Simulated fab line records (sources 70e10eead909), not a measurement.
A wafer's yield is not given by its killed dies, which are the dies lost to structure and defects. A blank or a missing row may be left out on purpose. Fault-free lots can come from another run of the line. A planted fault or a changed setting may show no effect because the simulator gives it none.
A struck lot beside a sound one || flow nand harc || 16 steps out of a route of 1159
Sound: the wafers L860.2, L860.4, L860.6. The struck wafers were L857.2, L857.3, L857.6. At the end, the cause is stated.
For every step that has rows: the tool of each side, followed by ch and its chambers, followed by its first start. Under that, the readings that differ: sound wafers || struck wafers || difference of the means || sigmas: that difference in standard deviations of wafers without a fault.
alike: readings with means less than 2 such deviations apart, plus words and numbers identical on both sides. not compared: withheld readings, readings lacking a value on some wafer, bounds such as >300 that could conceal the same value, and numbers that have no deviation in the record and whose values overlap.
A row with sigmas, a row that says differs or no value, or rows on one side alone: a step with any of these is where the two part. Non-overlapping numbers with no deviation appear without sigmas and do not part them. A reading missing from all wafers of one side parts the sides only when that side holds two or more wafers.

NHARC_P_M0_OVL_MEAS_10: pitch 180 nm.
  sound on overlay-02 at day 9 02:16; struck on overlay-02 at day 8 09:35
  alike: overlay x nm, overlay y nm
NHARC_P_M0_INSPECT_11:
  sound on defect inspect-01 at day 9 02:18; struck on defect inspect-01 at day 8 09:37
  alike: raw defect count
NHARC_P_M0_DESCUM_14: chemistry O2, time 3 s.
  sound on rie diel-10 ch 1,2,3, day 9 02:22; struck on rie diel-12 ch 0,2,3, day 8 09:41
  alike: drypump motor current A, oes product au, rf vpp V, showerhead plenum p Torr, throttle valve pct
  not compared: rf hours counter h
then, 2 steps without rows for these wafers: NHARC_P_M0_ETCH_34 (etches the open film in N2/H2, target depth 40 nm, overetch 12 nm, time 43.94 s); NHARC_P_M0_ETCH_15 (etches the open film in C4F8/Ar, target depth 150 nm, overetch 15 nm, time 82.5 s).
NHARC_P_M0_CD_MEAS_16:
  sound on cd sem-01 at day 9 02:40; struck on cd sem-02 at day 8 09:59
  alike: cd nm
then, 2 steps without rows for these wafers: NHARC_P_M0_STRIP_18 (strips in N2/H2); NHARC_P_M0_STRIP_19 (strips in post etch residue remover, time 600 s).
NHARC_P_M0_DEGAS_28: time 60 s.
  sound on pvd sputter-03 at day 9 03:19; struck on pvd sputter-02 at day 8 10:35
{"reading": "susceptor temp C (C)", "sound": "250.05 249.96 250.05", "struck": "- - -", "difference": "no value on the struck wafers", "sigmas": ""}
  alike: heater power w
NHARC_P_M0_PRE_CLEAN_29: time 30 s.
  sound on pvd sputter-03; struck on pvd sputter-02
  alike: heater power w, susceptor temp C
then, 1 step without rows for these wafers: NHARC_P_M0_PVD_20 (deposits TaN, target thk 5 nm, time 8.06 s).
NHARC_P_M0_PVD_21: deposits Cu, target thk 30 nm, time 20.49 s.
  sound on pvd sputter-03; struck on pvd sputter-02
  alike: substrate temp c, throttle valve pct
NHARC_P_M0_ECD_22: material Cu, target thk 400 nm.
  sound on ecd cu-01 ch 0,1, day 9 03:40; struck on ecd cu-02 ch 0,1, day 8 11:00
NHARC_P_M0_ANNEAL_30: time 90 s.
  sound on rtp anneal-02 ch 0, day 9 04:06; struck on rtp anneal-02 ch 0, day 8 11:23
  alike: wafer_temp_C_max
NHARC_P_M0_CMP_23: polishes, t overpolish 20 s, target thk 117.53 nm.
  sound on cmp-03 ch 0,1, day 9 04:23; struck on cmp-03 ch 1,2,3, day 8 11:41
{"reading": "time to endpoint s (s)", "sound": "29.2 29.0 28.1", "struck": "9.9 7.1 10.9", "difference": -19.5, "sigmas": -8}
  alike: motor current A
-- the record jumps here: 14 days lie between the struck wafers' starts before and after (it left off in module P_M0 and takes up again in module END, whose first step shown is number 1159 of the route) --
NHARC_END_SORT_01:
  at this point the record logs the struck wafers (prober-01 ch 0, day 22 07:01) and has no rows for the sound ones

## WHERE THEY PART
First at NHARC_P_M0_DEGAS_28; last, within this record, at NHARC_END_SORT_01.

WHY: what had been put in by the simulator
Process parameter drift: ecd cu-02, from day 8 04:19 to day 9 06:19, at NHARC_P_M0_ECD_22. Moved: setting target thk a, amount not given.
